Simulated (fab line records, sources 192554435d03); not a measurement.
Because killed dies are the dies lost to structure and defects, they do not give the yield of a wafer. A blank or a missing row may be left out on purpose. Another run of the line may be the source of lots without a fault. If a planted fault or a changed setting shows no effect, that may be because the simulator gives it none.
A lot that was struck, set against a sound lot    flow n5-finfet    14 steps out of a route of 1938
Sound: these wafers, L521.3, L521.4, L521.5. Struck: wafer L529.3 (L529.5, L529.6, from the same lot, were not struck and are left out); the cause is given at the end.
Per side, at each step with rows, come the tool, then ch with its chambers, and then its first start. Under that, the readings that differ: sound wafers    struck wafers    difference of the means    sigmas: that difference in standard deviations of wafers without a fault.
alike: a reading whose means differ by less than 2 such deviations, as well as words and numbers matching on both sides. not compared: withheld readings; readings where some wafer has no value; bounds like >300 that might hide an equal value; numbers whose values overlap and for which the record gives no deviation.
The two part at a step that has a row with sigmas, a row that says differs or no value, or rows on one side only. Numbers that have no deviation but don't overlap get no sigmas and don't part them. A reading that every wafer of one side lacks parts them only if that side has two wafers or more.

first, 2 steps without rows for these wafers: N5_FIN_SAQP_HM_OPEN_73 (chemistry CHF3/O2, target SiO2, stops on a-Si, target depth 12 nm, time 16.8 s); N5_FIN_SAQP_STRIP_74 (strips in CHF3/O2).
N5_FIN_SAQP_MANDREL_ETCH_22: etches a-Si in HBr/Cl2, stops on SiNx, target depth 60 nm, bt time 10 s, time 30 s.
  sound on rie-si-05 ch 1,3, day 4 16:46; struck on rie-si-02 ch 1, day 6 16:23
  alike: drypump-motor-current-A, oes-product-au, throttle-valve-pct
  not compared: rf-hours-counter-h
then, 4 steps without rows for these wafers: N5_FIN_SAQP_STRIP_55 (strips in N2/H2); N5_FIN_SAQP_STRIP_23 (strips in SPM, time 750 s); N5_FIN_SAQP_SRD_66 (time 30 s); N5_FIN_SAQP_RECESS_75 (chemistry HF/NH3, target SiO2, target depth 14.4 nm, afs cycles 3, sublimation time 60 s).
N5_FIN_SAQP_SPACER1_ALD_24: deposits SiO2, target thk 20.3 nm, pulse time 1 s, purge time 2 s.
  sound on ald-sin-04 ch 1,2,3, day 4 17:35; struck on ald-sin-04 ch 0, day 6 17:39
  alike: heater-power-w, precursor-pulse-height-rel
then, 1 step without rows for these wafers: N5_FIN_SAQP_SPACER1_ETCHBACK_25 (etches SiO2 in CHF3/O2, target depth 24.4 nm, time 12.2 s).
N5_FIN_SAQP_MANDREL1_REMOVE_56: chemistry HBr/Cl2/O2, target a-Si, stops on SiNx, bt time 10 s.
  sound on rie-si-06 ch 1,2, day 4 18:24; struck on rie-si-05 ch 3, day 6 18:27
reading                      sound        struck  difference  sigmas
drypump-motor-current-A (A)  5.0 5.1 5.3  6.8     +1.7        +4
  alike: oes-product-au, throttle-valve-pct
  not compared: rf-hours-counter-h
N5_FIN_SAQP_CD_MEAS_27: target cd 20 nm.
  sound on cd-sem-01 ch 0, day 4 18:31; struck on cd-sem-03 ch 0, day 6 18:34
  alike: cd-nm
N5_FIN_SAQP_ETCH_57: etches SiNx in CH3F/O2, target depth 32.5 nm, time 46.4 s.
  sound on rie-diel-04 ch 0,1,3, day 4 18:34; struck on rie-diel-03 ch 2, day 6 18:37
reading                          sound           struck  difference  sigmas
drypump-motor-current-A (A)      5.23 5.56 5.91  4.93    -0.64       -2
oes-product-au (a.u.)            0.66 0.62 0.64  0.82    +0.18       +3
showerhead-plenum-p-Torr (Torr)  1.99 1.99 1.92  2.15    +0.18       +3
  alike: etch-rf-on-time-s, rf-vpp-V, throttle-valve-pct
  not compared: rf-hours-counter-h
N5_FIN_SAQP_ETCH_65: etches SiO2 in CF4, target depth 4 nm, time 4.4 s.
  sound on rie-si-02 ch 0,1, day 4 18:40; struck on rie-si-02 ch 1, day 6 18:43
reading                   sound              struck  difference  sigmas
oes-product-au (a.u.)     1.035 0.996 0.989  1.042   +0.035      +3
model.etch.depth-nm (nm)  4.139 3.956 3.899  4.643   +0.645      
  alike: drypump-motor-current-A, throttle-valve-pct
  not compared: rf-hours-counter-h
N5_FIN_SAQP_MANDREL_ETCH_58: etches a-Si in HBr/Cl2, stops on SiNx, target depth 45 nm, bt time 10 s, time 27 s.
  sound on rie-si-02 ch 0,1, day 4 18:42; struck on rie-si-02 ch 1, day 6 18:45
  alike: drypump-motor-current-A, oes-product-au, throttle-valve-pct
  not compared: rf-hours-counter-h

## WHERE THEY PART
First at N5_FIN_SAQP_MANDREL1_REMOVE_56; last, within this record, at N5_FIN_SAQP_ETCH_65. Later steps at which nothing parts them and some readings are alike: N5_FIN_SAQP_MANDREL_ETCH_58.

WHY: what had been put in by the simulator
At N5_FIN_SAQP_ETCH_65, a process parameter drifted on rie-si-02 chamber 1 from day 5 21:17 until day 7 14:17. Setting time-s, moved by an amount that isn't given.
